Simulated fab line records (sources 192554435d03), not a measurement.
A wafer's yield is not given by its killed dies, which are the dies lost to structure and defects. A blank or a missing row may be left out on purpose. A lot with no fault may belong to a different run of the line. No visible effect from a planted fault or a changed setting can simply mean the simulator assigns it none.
Split-lot trial    flow n5Finfet    21 wafers read across 7 lots, on a route 1938 steps long

SPLIT DETAILS
At N5_BEOL_M10_TRENCH_ETCH_37 (etches SiCOH lowk in C4F6/O2, target depth 148.83 nm, time 48 s), the setting sourceW was moved away from the recipe's 345 W on 10 of the 21 wafers read, by -14.8% to +16.5%. The other wafers ran this setting at the recipe's value.

Reading taken at the split's own step.

THE READING
rfVppV, in V, at N5_BEOL_M10_TRENCH_ETCH_37 (etches SiCOH lowk in C4F6/O2, target depth 148.83 nm, time 48 s). Typical for fault-free wafers on this fab line: 662 V, with standard deviation 7.8 V.

wafer   tool, chamber at the split  sourceW as run, W  against the recipe  rfVppV, V  against lot-mates on the recipe
L076.1  rieDiel-02, 3               345                recipe              670        -
L076.3  rieDiel-02, 0               345                recipe              662        -
L076.6  rieDiel-02, 1               305.1              -11.6%              704        +38
L078.2  rieDiel-01, 0               345                recipe              657        -
L078.3  rieDiel-01, 1               345                recipe              655        -
L078.6  rieDiel-01, 2               345                recipe              649        -
L080.1  rieDiel-03, 3               390                +13.0%              619        -40
L080.5  rieDiel-03, 2               390                +13.0%              633        -26
L080.6  rieDiel-03, 3               345                recipe              659        -
L085.1  rieDiel-01, 0               345                recipe              656        -
L085.2  rieDiel-01, 3               345                recipe              672        -
L085.4  rieDiel-01, 2               326.5              -5.4%               669        +5
L086.1  rieDiel-03, 0               294                -14.8%              725        +61
L086.4  rieDiel-03, 3               294                -14.8%              716        +52
L086.6  rieDiel-03, 1               345                recipe              664        -
L093.2  rieDiel-03, 3               345                recipe              657        -
L093.5  rieDiel-03, 0               366.9              +6.3%               646        -11
L093.6  rieDiel-03, 3               366.9              +6.3%               638        -19
L094.1  rieDiel-02, 2               345                recipe              658        -
L094.4  rieDiel-02, 1               401.8              +16.5%              624        -34
L094.6  rieDiel-02, 3               401.8              +16.5%              620        -38

THE FIT
A straight line over all 21 wafers: rfVppV changes by -3.07 V for each +1% of sourceW; r = -0.96; the points scatter about the line by 8.5 V.
The same after taking each lot's own level away (the mean of its wafers on the recipe; 21 wafers): -2.84 V for each +1%; r = -0.96; scatter 7.4 V.
That fit puts the effect of the largest move of sourceW on the reading at 47 V.
Measured against the standard deviation above, the lots' own levels, which go from 653.7 to 666.0 V, span 1.6 times it.
Hence the lot-to-lot level has little effect on the slope; both slopes agree.
Check: with one of the wafers moved furthest among these (+16.5%) left out of the fit, the line predicts -46.5 V for it against its lot-mates. It came out at -34 V against them.
Tool readings at the split's step, against how far the setting was moved: rfVppV r = -0.96.

THESE WAFERS: OTHER SPLITS
Other splits were also applied to these wafers ahead of the reading. Each is held against what the fit with the lots' levels taken away leaves over:
other split on the same wafers      wafers away from the commonest value  r with rfVppV (lot level and that fit taken away)
N5_BEOL_M8_DEVELOP_10 developTimeS  8                                     +0.25
N5_BEOL_M10_COAT_22 spinRpm         7                                     -0.19
N5_BEOL_M10_EXPOSE_25 doseMj        5                                     +0.00

THE WHOLE CHAIN: every reading that the file lists as answering this split, in the file's order
step                        what it does                                                     reading                                                                   change (the file's fit)                r (the file's)
N5_BEOL_M10_TRENCH_ETCH_37  etches SiCOH lowk in C4F6/O2, target depth 148.83 nm, time 48 s  rfVppV                                                                    -2.82 V for each +1% of the setting    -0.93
N5_BEOL_M10_TRENCH_ETCH_37  etches SiCOH lowk in C4F6/O2, target depth 148.83 nm, time 48 s  etch.depthNm (the simulator's own value, which no gauge read)             +0.512 nm for each +1% of the setting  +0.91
N5_BEOL_M10_TRENCH_ETCH_37  etches SiCOH lowk in C4F6/O2, target depth 148.83 nm, time 48 s  BEOL_M10.featureDepthNm (the simulator's own value, which no gauge read)  +0.514 nm for each +1% of the setting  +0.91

THE FILE'S OWN FIT
rfVppV changes by -2.82 V for each +1% of sourceW, r = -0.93.
